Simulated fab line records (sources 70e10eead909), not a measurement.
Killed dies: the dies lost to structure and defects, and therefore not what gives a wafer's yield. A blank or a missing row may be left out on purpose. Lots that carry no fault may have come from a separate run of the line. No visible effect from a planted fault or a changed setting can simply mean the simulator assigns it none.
Struck lot and sound lot, side by side	flow nandHarc	18 steps out of a route of 1159
Sound: the wafers L102.1, L102.4, L102.5. The struck wafers were L994.1, L994.5, L994.6. The cause is given at the end.
Each step with rows lists, per side, the tool, then ch with its chambers, then its first start. Under that, the readings that differ: sound wafers	struck wafers	difference of the means	sigmas: that difference in standard deviations of wafers without a fault.
alike: same words and numbers on both sides, and readings whose means sit less than 2 such deviations apart. not compared: any withheld reading, any reading some wafer has no value for, any bound like >300 that may hide the same value, and any number with overlapping values for which the record gives no deviation.
A row with sigmas, a row that says differs or no value, or rows on one side alone: a step with any of these is where the two part. Non-overlapping numbers with no deviation appear without sigmas and do not part them. Lack of a reading on every wafer of one side parts them only where that side has two or more wafers.

NHARC_P_ZERO_WELL_CD_MEAS_24: the cd target is 720 nm.
  sound on cdSem-01 ch 0, day 5 08:35; struck on cdSem-03 ch 0, day 3 08:35
  alike: cdNm
then, 1 step without rows for these wafers: NHARC_P_ZERO_WELL_HARDBAKE_25 (time 80 s).
NHARC_P_ZERO_WELL_DESCUM_26: chemistry O2, time 3 s.
  sound on rieDiel-01 ch 0,2,3, day 5 08:46; struck on rieDiel-10 ch 0,1,3, day 3 08:47
  alike: drypumpMotorCurrentA, mfcArSccm, oesProductAu, rfVppV, showerheadPlenumPTorr, throttleValvePct
  not compared: rfHoursCounterH
then, 9 steps without rows for these wafers: NHARC_P_ZERO_WELL_IMPLANT_27; NHARC_P_ZERO_WELL_IMPLANT_57; NHARC_P_ZERO_WELL_IMPLANT_58; NHARC_P_ZERO_WELL_STRIP_28 (strips in SPM, time 840 s); NHARC_P_ZERO_WELL_DEHYDRATE_29 (time 120 s); NHARC_P_ZERO_WELL_HMDS_30 (time 30 s); NHARC_P_ZERO_WELL_COAT_31; NHARC_P_ZERO_WELL_SOFTBAKE_32 (time 95 s); NHARC_P_ZERO_WELL_EBR_33.
NHARC_P_ZERO_WELL_EXPOSE_34: exposes mask P PWELL, target cd 720 nm.
  sound on krfScanner-01 ch 0, day 5 10:05; struck on krfScanner-02 ch 0, day 3 12:11
reading	sound	struck	difference	sigmas
mask	P_PWELL#0 P_PWELL#0 P_PWELL#0	P_NWELL#0 P_NWELL#0 P_NWELL#0	differs	
then, 2 steps without rows for these wafers: NHARC_P_ZERO_WELL_PEB_35 (peb time 85 s); NHARC_P_ZERO_WELL_DEVELOP_36 (time 70 s).
NHARC_P_ZERO_WELL_CD_MEAS_37: the cd target is 720 nm.
  sound on cdSem-03 ch 0, day 5 10:15; struck on cdSem-03 ch 0, day 3 12:20
reading	sound	struck	difference	sigmas
cdNm (nm)	720.3 719.1 721.9	- - -	no value on the struck wafers	
then, 1 step without rows for these wafers: NHARC_P_ZERO_WELL_HARDBAKE_38 (time 80 s).
-- record jumps: 22 days between struck wafers' starts before vs after; left off in module P_ZERO_WELL, resumes in module END, first step shown is number 1159 of the route --
NHARC_END_SORT_01:
  sound on prober-02 ch 0, day 25 22:25; struck on prober-02 ch 0, day 25 10:20
reading	sound	struck	difference	sigmas
killedAtPeriphery	3	664 660 661	+659	+99 or more
killedDies	18	677 677 677	+659	+60
  alike: killedAtArray, killedAtOther, killedOpen, killedShort

== WHERE THEY PART ==
Last at NHARC_END_SORT_01 as far as this record goes, first at NHARC_P_ZERO_WELL_EXPOSE_34.

WHY: what the simulator had put in
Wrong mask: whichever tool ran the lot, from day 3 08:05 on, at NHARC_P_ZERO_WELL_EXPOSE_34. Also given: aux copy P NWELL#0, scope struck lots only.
